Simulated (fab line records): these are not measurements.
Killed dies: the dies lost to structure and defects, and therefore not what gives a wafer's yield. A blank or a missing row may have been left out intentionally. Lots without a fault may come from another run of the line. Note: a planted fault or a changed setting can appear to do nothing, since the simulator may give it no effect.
A struck lot beside a sound one || flow n5_finfet || 26 steps out of a route of 1938
Sound: these wafers, L340.1, L340.4, L340.5. The struck wafers were L344.1, L344.2, L344.5. Last of all comes the cause.
For every step that has rows: the tool of each side, followed by ch and its chambers, followed by its first start. Under that, the readings that differ: sound wafers || struck wafers || difference of the means || sigmas: that difference in standard deviations of wafers without a fault.
alike: same words and numbers on both sides, and readings whose means sit less than 2 such deviations apart. not compared: any withheld reading, any reading some wafer has no value for, any bound like >300 that may hide the same value, and any number with overlapping values for which the record gives no deviation.
Wherever a step has rows on one side only, a row that says differs or no value, or a row with sigmas, the two part there. Non-overlapping numbers with no deviation appear without sigmas and do not part them. A reading that every wafer of one side lacks parts them only if that side has two wafers or more.

first, 10 steps without rows for these wafers: N5_BEOL_M4_DESCUM_16 (chemistry O2, time 7 s); N5_BEOL_M4_ETCH_74 (etches underlayer in N2/H2, target depth 6.5 nm, time 5.2 s); N5_BEOL_M4_ETCH_63 (etches SiARC in CF4, target depth 15.6 nm, time 26 s); N5_BEOL_M4_ETCH_64 (etches SOC in N2/H2, target depth 75 nm, overetch 22.5 nm, time 121.9 s); N5_BEOL_M4_STRIP_65 (strips in N2/H2); N5_BEOL_M4_STRIP_75 (strips in N2/H2); N5_BEOL_M4_STRIP_66 (strips in CF4); N5_BEOL_M4_HM_OPEN_17 (chemistry Cl2/BCl3, target TiN, target depth 20 nm, overetch 6 nm); N5_BEOL_M4_STRIP_19 (strips in O2); N5_BEOL_M4_COAT_67 (time 60 s, resist thk 60 nm).
N5_BEOL_M4_COAT_68: time 60 s, resist thk 12 nm.
  sound on litho_track-01 ch 0, day 8 22:25; struck on litho_track-01 ch 0, day 10 10:44
{"reading": "spin_speed_rpm (rpm)", "sound": "1500.2 1501.1 1500.9", "struck": "1685.6 1685.9 1685.4", "difference": "+184.9", "sigmas": "+99 or more"}
{"reading": "model.SiARC_of_BEOL_M4_COAT_68.thk_nm (nm)", "sound": "12 12 12", "struck": "11.4 11.4 11.4", "difference": -0.6, "sigmas": ""}
then, 9 steps without rows for these wafers: N5_BEOL_M4_COAT_76 (time 60 s, resist thk 5 nm); N5_BEOL_M4_COAT_22 (resist thk 30 nm); N5_BEOL_M4_EBR_24; N5_BEOL_M4_SOFTBAKE_23 (time 60 s); N5_BEOL_M4_EXPOSE_25 (exposes mask V3, defocus 5 nm); N5_BEOL_M4_PEB_26 (peb time 60 s); N5_BEOL_M4_DEVELOP_27 (develop time 30 s); N5_BEOL_M4_DESCUM_33 (chemistry O2, time 7 s); N5_BEOL_M4_ETCH_77 (etches underlayer in N2/H2, target depth 6.5 nm, time 5.2 s).
N5_BEOL_M4_ETCH_69: etches SiARC in CF4, target depth 15.6 nm, time 26 s.
  sound on rie_diel-03 ch 1,3, day 8 22:53; struck on rie_diel-03 ch 0,2, day 10 11:12
{"reading": "etch_rf_on_time_s (s)", "sound": "26.27 26.39 25.76", "struck": "24.51 24.78 24.78", "difference": -1.45, "sigmas": -5}
{"reading": "throttle_valve_pct (%)", "sound": "15.98 15.97 15.60", "struck": "15.59 15.08 15.08", "difference": -0.60, "sigmas": -2}
{"reading": "model.etch.depth_nm (nm)", "sound": "11.97 11.96 11.97", "struck": "11.32 11.32 11.32", "difference": -0.65, "sigmas": ""}
{"reading": "model.CAR-EUV_of_BEOL_M4_COAT_22.thk_nm (nm)", "sound": "11.2 11.2 11.2", "struck": "11.8 11.8 11.8", "difference": "+0.6", "sigmas": ""}
  alike: drypump_motor_current_A, oes_product_au, rf_vpp_V, showerhead_plenum_p_Torr
  not compared: rf_hours_counter_h
then, 1 step without rows for these wafers: N5_BEOL_M4_ALD_98 (deposits SiO2, target thk 2.5 nm, pulse time 1 s, co reactant pulse time 1 s).
N5_BEOL_M4_ETCHBACK_99: etches SiO2 in CHF3, target depth 5 nm, time 10.4 s.
  sound on rie_diel-03 ch 2,3, day 8 23:05; struck on rie_diel-01 ch 0,1, day 10 12:02
{"reading": "oes_product_au (a.u.)", "sound": "0.69 0.72 0.69", "struck": "0.85 0.91 0.91", "difference": "+0.19", "sigmas": "+2"}
{"reading": "throttle_valve_pct (%)", "sound": "17.45 17.02 17.44", "struck": "16.85 16.52 16.53", "difference": -0.67, "sigmas": -3}
{"reading": "model.CAR-EUV_of_BEOL_M4_COAT_22.thk_nm (nm)", "sound": "10.4 10.4 10.4", "struck": "11 11 11", "difference": "+1", "sigmas": ""}
  alike: drypump_motor_current_A, rf_vpp_V, showerhead_plenum_p_Torr
  not compared: rf_hours_counter_h
N5_BEOL_M4_ETCH_70: etches SOC in N2/H2, target depth 80 nm, overetch 24 nm, time 130 s.
  sound on rie_diel-03 ch 2,3, day 8 23:07; struck on rie_diel-01 ch 0,1, day 10 12:04
{"reading": "oes_product_au (a.u.)", "sound": "0.51 0.53 0.51", "struck": "0.63 0.66 0.67", "difference": "+0.14", "sigmas": "+2"}
{"reading": "throttle_valve_pct (%)", "sound": "18.22 17.75 18.22", "struck": "17.67 17.27 17.28", "difference": -0.66, "sigmas": -3}
{"reading": "model.SiARC_of_BEOL_M4_COAT_68.thk_nm (nm)", "sound": "6 5.8 6", "struck": "5.2 5.2 5.2", "difference": -0.7, "sigmas": ""}
  alike: drypump_motor_current_A, rf_vpp_V, showerhead_plenum_p_Torr, temp_c
  not compared: rf_hours_counter_h
then, 1 step without rows for these wafers: N5_BEOL_M4_STRIP_71 (strips in N2/H2).
N5_BEOL_M4_RC_MEAS_101:
  sound on prober-02 ch 0, day 9 03:50; struck on prober-02 ch 0, day 10 16:24
{"reading": "DIBL_N (mV/V)", "sound": "37.4 36.2 36.4", "struck": "39.6 38.9 38.9", "difference": "+2.5", "sigmas": "+2"}
{"reading": "SS_N (mV/dec)", "sound": "71.0 71.1 70.6", "struck": "71.5 72.1 72.3", "difference": "+1.1", "sigmas": "+2"}
  alike: DIBL_P, IOFF_N, IOFF_P, ION_N, ION_P, SS_P, VT_N, VT_P

WHERE THEY PART
Earliest at N5_BEOL_M4_COAT_68; latest, in this record, at N5_BEOL_M4_RC_MEAS_101.

WHY: whatever the simulator had introduced
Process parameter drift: litho_track-01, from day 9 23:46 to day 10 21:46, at N5_BEOL_M4_COAT_68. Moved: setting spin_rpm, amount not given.
